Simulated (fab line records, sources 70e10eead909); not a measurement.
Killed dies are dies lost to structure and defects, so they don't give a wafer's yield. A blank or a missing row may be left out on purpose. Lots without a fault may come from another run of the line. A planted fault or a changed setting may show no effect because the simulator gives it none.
Tool commonality check | flow nand_harc | 13 lots, 39 wafers sampled

WHY IT WAS OPENED
At NHARC_END_SORT_01 the reading killed_at_array is flagged on 2 of 13 lots. Wafers without a fault read 26, standard deviation 8.4.
Rule: a lot is flagged when every wafer of it that has a number lies more than 4 standard deviations from that mean, or none has a number. The other lots count as sound.

lot  | measured     | on        | killed_at_array, wafer by wafer | flag
L388 | day 19 01:39 | prober-02 | 20 21 12                        |
L389 | day 19 09:44 | prober-02 | 26 25 22                        |
L390 | day 20 01:22 | prober-01 | 15 26 23                        |
L391 | day 20 03:01 | prober-02 | 38 23 37                        |
L392 | day 20 15:55 | prober-01 | 20 8 16                         |
L394 | day 21 02:22 | prober-02 | 29 31 21                        |
L396 | day 22 01:18 | prober-02 | 23 26 27                        |
L399 | day 22 16:49 | prober-02 | 102 107 88                      | FLAGGED
L401 | day 22 19:26 | prober-01 | 89 91 83                        | FLAGGED
L406 | day 23 00:50 | prober-01 | 22 19 31                        |
L403 | day 23 01:24 | prober-02 | 14 7 9                          |
L407 | day 23 21:59 | prober-01 | 41 27 36                        |
L410 | day 24 13:57 | prober-02 | 42 43 33                        |
The numbers of the flagged lots are 93 on average: +67 against the usual, or +8 standard deviations.

WHICH TOOL RAN EACH LOT
The record holds 4 process steps before the reading, out of a route of 1159 steps. In each cell: the tool, then ch and the chambers that the sampled wafers went through, then the start.
lot  | flag    | NHARC_A_BLC_PRE_CLEAN_31     | NHARC_THIN_TSV_CMP_21         | NHARC_THIN_TSV_PRE_CLEAN_54  | NHARC_THIN_TSV_ETCH_59
L388 |         | pvd_sputter-01, day 17 02:00 | cmp-03 ch 0,2,3, day 18 15:19 | pvd_sputter-03, day 18 15:51 | rie_metal-03 ch 0,1, day 18 17:12
L389 |         | pvd_sputter-01, day 17 11:10 | cmp-02 ch 0,1,3, day 19 00:16 | pvd_sputter-01, day 19 00:46 | rie_metal-01 ch 0,1, day 19 02:08
L390 |         | pvd_sputter-02, day 17 20:23 | cmp-02 ch 0,1,2, day 19 08:25 | pvd_sputter-03, day 19 08:57 | rie_metal-03 ch 1, day 19 10:18
L391 |         | pvd_sputter-03, day 17 19:38 | cmp-02 ch 1,3, day 19 07:18   | pvd_sputter-02, day 19 07:50 | rie_metal-02 ch 0,1, day 19 09:16
L392 |         | pvd_sputter-01, day 18 21:25 | cmp-01 ch 0,1,2, day 20 04:28 | pvd_sputter-02, day 20 04:58 | rie_metal-02 ch 0,1, day 20 06:22
L394 |         | pvd_sputter-01, day 19 02:47 | cmp-02 ch 0,1,3, day 20 14:49 | pvd_sputter-03, day 20 15:19 | rie_metal-03 ch 0,1, day 20 16:43
L396 |         | pvd_sputter-02, day 20 02:37 | cmp-01 ch 0,1, day 21 10:05   | pvd_sputter-03, day 21 10:38 | rie_metal-01 ch 0,1, day 21 11:52
L399 | FLAGGED | pvd_sputter-01, day 20 16:24 | cmp-03 ch 0,1,2, day 22 01:35 | pvd_sputter-02, day 22 02:08 | rie_metal-03 ch 0,1, day 22 03:21
L401 | FLAGGED | pvd_sputter-01, day 20 19:17 | cmp-02 ch 1,2,3, day 22 02:22 | pvd_sputter-02, day 22 02:52 | rie_metal-01 ch 0,1, day 22 04:08
L406 |         | pvd_sputter-03, day 20 22:40 | cmp-01 ch 0,1,3, day 22 06:27 | pvd_sputter-01, day 22 06:59 | rie_metal-02 ch 0,1, day 22 08:22
L403 |         | pvd_sputter-03, day 20 20:46 | cmp-03 ch 1,2, day 22 04:25   | pvd_sputter-01, day 22 04:58 | rie_metal-02 ch 0, day 22 06:22
L407 |         | pvd_sputter-03, day 21 19:15 | cmp-02 ch 2,3, day 23 06:12   | pvd_sputter-03, day 23 06:43 | rie_metal-03 ch 0,1, day 23 08:07
L410 |         | pvd_sputter-02, day 22 10:10 | cmp-03 ch 0,1,2, day 24 01:27 | pvd_sputter-02, day 24 01:56 | rie_metal-02 ch 0,1, day 24 03:15
What these steps do:
- NHARC_A_BLC_PRE_CLEAN_31: time 15 s.
- NHARC_THIN_TSV_CMP_21: polishes, t overpolish 30 s, target thk 2000 nm.
- NHARC_THIN_TSV_PRE_CLEAN_54: time 30 s.
- NHARC_THIN_TSV_ETCH_59: etches the open film in Cl2/BCl3, target depth 880 nm, time 138.1 s.
- NHARC_END_SORT_01

FLAGGED OVER TOTAL, TOOL BY TOOL (the gauges that took the reading come last)
step                        | tool           | lots run | flagged | share of the flagged lots | sound lots run after its first flagged lot
NHARC_A_BLC_PRE_CLEAN_31    | pvd_sputter-01 | 6        | 2       | all                       | 0
NHARC_A_BLC_PRE_CLEAN_31    | pvd_sputter-02 | 3        | 0       | none                      | -
NHARC_A_BLC_PRE_CLEAN_31    | pvd_sputter-03 | 4        | 0       | none                      | -
NHARC_THIN_TSV_CMP_21       | cmp-01         | 3        | 0       | none                      | -
NHARC_THIN_TSV_CMP_21       | cmp-02         | 6        | 1       | some                      | 1 (L407)
NHARC_THIN_TSV_CMP_21       | cmp-03         | 4        | 1       | some                      | 2 (L403,L410)
NHARC_THIN_TSV_PRE_CLEAN_54 | pvd_sputter-01 | 3        | 0       | none                      | -
NHARC_THIN_TSV_PRE_CLEAN_54 | pvd_sputter-02 | 5        | 2       | all                       | 1 (L410)
NHARC_THIN_TSV_PRE_CLEAN_54 | pvd_sputter-03 | 5        | 0       | none                      | -
NHARC_THIN_TSV_ETCH_59      | rie_metal-01   | 3        | 1       | some                      | 0
NHARC_THIN_TSV_ETCH_59      | rie_metal-02   | 5        | 0       | none                      | -
NHARC_THIN_TSV_ETCH_59      | rie_metal-03   | 5        | 1       | some                      | 1 (L407)
NHARC_END_SORT_01           | prober-01      | 5        | 1       | some                      | 2 (L406,L407)
NHARC_END_SORT_01           | prober-02      | 8        | 1       | some                      | 2 (L403,L410)

WHAT THE TABLE ALLOWS
2 rows of the table ran every flagged lot: pvd_sputter-01 at NHARC_A_BLC_PRE_CLEAN_31, pvd_sputter-02 at NHARC_THIN_TSV_PRE_CLEAN_54.
- pvd_sputter-01 at NHARC_A_BLC_PRE_CLEAN_31: 2 of its 6 lots flagged. Its last sound lot is L394 (day 19 02:47), its first flagged lot L399 (day 20 16:24): a fault that began between those two fits.
- pvd_sputter-02 at NHARC_THIN_TSV_PRE_CLEAN_54: 2 of its 5 lots flagged. Sound lots ran on it after the first flagged one (L410), which a lasting fault on the whole tool wouldn't allow.
One tool is left: pvd_sputter-01 at NHARC_A_BLC_PRE_CLEAN_31.

WHAT THE SIMULATOR HAD PUT IN
Chamber particle source: pvd_sputter-01, from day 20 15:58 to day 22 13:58, at NHARC_A_BLC_PRE_CLEAN_31. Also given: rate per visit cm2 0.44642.
Lots struck among those shown: L399, L401. The rule above found the same.
